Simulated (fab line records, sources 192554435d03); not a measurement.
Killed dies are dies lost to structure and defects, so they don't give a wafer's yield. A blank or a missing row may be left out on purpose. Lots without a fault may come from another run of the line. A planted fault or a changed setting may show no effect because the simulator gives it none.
One fault seen from 3 desks | flow n5_finfet | each desk has only its own numbers; what lay behind them comes last
Where a reading is given only as a bound, like >300, the bound stands for it, and a mean or a difference that rests on one is marked > or <: the true number lies beyond.

THE TOOL OWNER'S DESK: rie_diel-05
The tool's own readings at N5_BEOL_M12_VIA_ETCH_16 (etches SiOC in C4F8/O2/Ar, target depth 724.8 nm): means of the sampled wafers that have a number, for each lot that ran on this tool. A lot is out of limits, marked OUT, if its mean lies more than 4 standard deviations from the usual mean; the brackets give that distance.
Columns: A = drypump_motor_current_A at N5_BEOL_M12_VIA_ETCH_16, usual 5.9 A; B = he_outer_torr at N5_BEOL_M12_VIA_ETCH_16, usual 29.99 Torr; C = oes_product_au at N5_BEOL_M12_VIA_ETCH_16, usual 0.70 a.u.; D = rf_fwd_power_W at N5_BEOL_M12_VIA_ETCH_16, usual 2991 W; E = rf_vpp_V at N5_BEOL_M12_VIA_ETCH_16, usual 666 V; F = showerhead_plenum_p_Torr at N5_BEOL_M12_VIA_ETCH_16, usual 3.43 Torr; G = throttle_valve_pct at N5_BEOL_M12_VIA_ETCH_16, usual 24.10 %
lot  | first seen here | A   | B     | C    | D    | E   | F    | G
L675 | day 11 05:24    | 5.6 | 29.93 | 0.71 | 2999 | 666 | 3.41 | 24.18
L689 | day 14 02:47    | 5.6 | 29.97 | 0.70 | 2988 | 665 | 3.41 | 24.24
L690 | day 14 11:11    | 5.6 | 30.04 | 0.68 | 2982 | 665 | 3.41 | 24.24
L687 | day 14 11:30    | 6.0 | 29.99 | 0.67 | 2991 | 665 | 3.36 | 24.26
This desk's finding: nothing out of limits on any of the 4 lots.

THE DEFECT DESK
What the inspections along the route counted, lot by lot: means of the sampled wafers that have a number. A lot is out of limits, marked OUT, if its mean lies more than 4 standard deviations from the usual mean; the brackets give that distance.
Columns: A = raw_defect_count at N5_BEOL_M12_INSPECT_30, usual 2.1
lot  | first seen here | A
L675 | day 11 06:11    | 2.3
L680 | day 11 20:37    | 1.0
L685 | day 13 18:01    | 1.7
L689 | day 14 03:42    | 2.7
L688 | day 14 04:16    | 1.0
L690 | day 14 11:59    | >300 (+99 or more) OUT
L687 | day 14 12:20    | >300 (+99 or more) OUT
L691 | day 14 13:31    | 2.3
L697 | day 16 02:02    | 1.3
L698 | day 16 10:46    | 2.0
This desk's finding: out of limits on L687, L690; first on L690, day 14 11:59 (raw_defect_count at N5_BEOL_M12_INSPECT_30). In limits: L675, L680, L685, L689, L688, L691, L697, L698.

THE METROLOGY DESK
What the gauges read, lot by lot, whatever tool the lot ran on: means of the sampled wafers that have a number. A lot is out of limits, marked OUT, if its mean lies more than 4 standard deviations from the usual mean; the brackets give that distance.
Columns: A = cd_nm at N5_BEOL_M12_CD_MEAS_10, usual 139.5 nm; B = V11_OVL at N5_BEOL_M12_OVL_MEAS_11, usual 3 nm
lot  | first seen here | A     | B
L675 | day 11 05:07    | 139.9 | 4
L680 | day 11 19:32    | 139.7 | 7
L685 | day 13 17:03    | 140.4 | 1
L689 | day 14 02:37    | 139.9 | 3
L688 | day 14 03:19    | 140.0 | 5
L690 | day 14 10:42    | 139.2 | 0
L687 | day 14 11:03    | 139.7 | 10
L691 | day 14 12:25    | 139.9 | 0
L697 | day 16 00:31    | 139.9 | 3
L698 | day 16 09:40    | 139.4 | 4
This desk's finding: nothing out of limits on any of the 10 lots.

PUT TOGETHER
The defect desk could have raised an alarm at day 14 11:59, on L687, L690.
The tool owner's desk saw nothing out of limits.
The metrology desk saw nothing out of limits.
The tool owner's desk has L687, L690 on record, within its limits.
The metrology desk has L687, L690 on record, within its limits.
Of the lots named, all ran N5_BEOL_M12_VIA_ETCH_16 on rie_diel-05.

WHAT THE SIMULATOR HAD PUT IN
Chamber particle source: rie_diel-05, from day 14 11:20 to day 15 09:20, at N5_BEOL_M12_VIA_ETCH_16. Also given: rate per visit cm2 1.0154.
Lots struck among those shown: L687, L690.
Hours from the fault's start to each desk's first reading out of limits: the defect desk, 1.
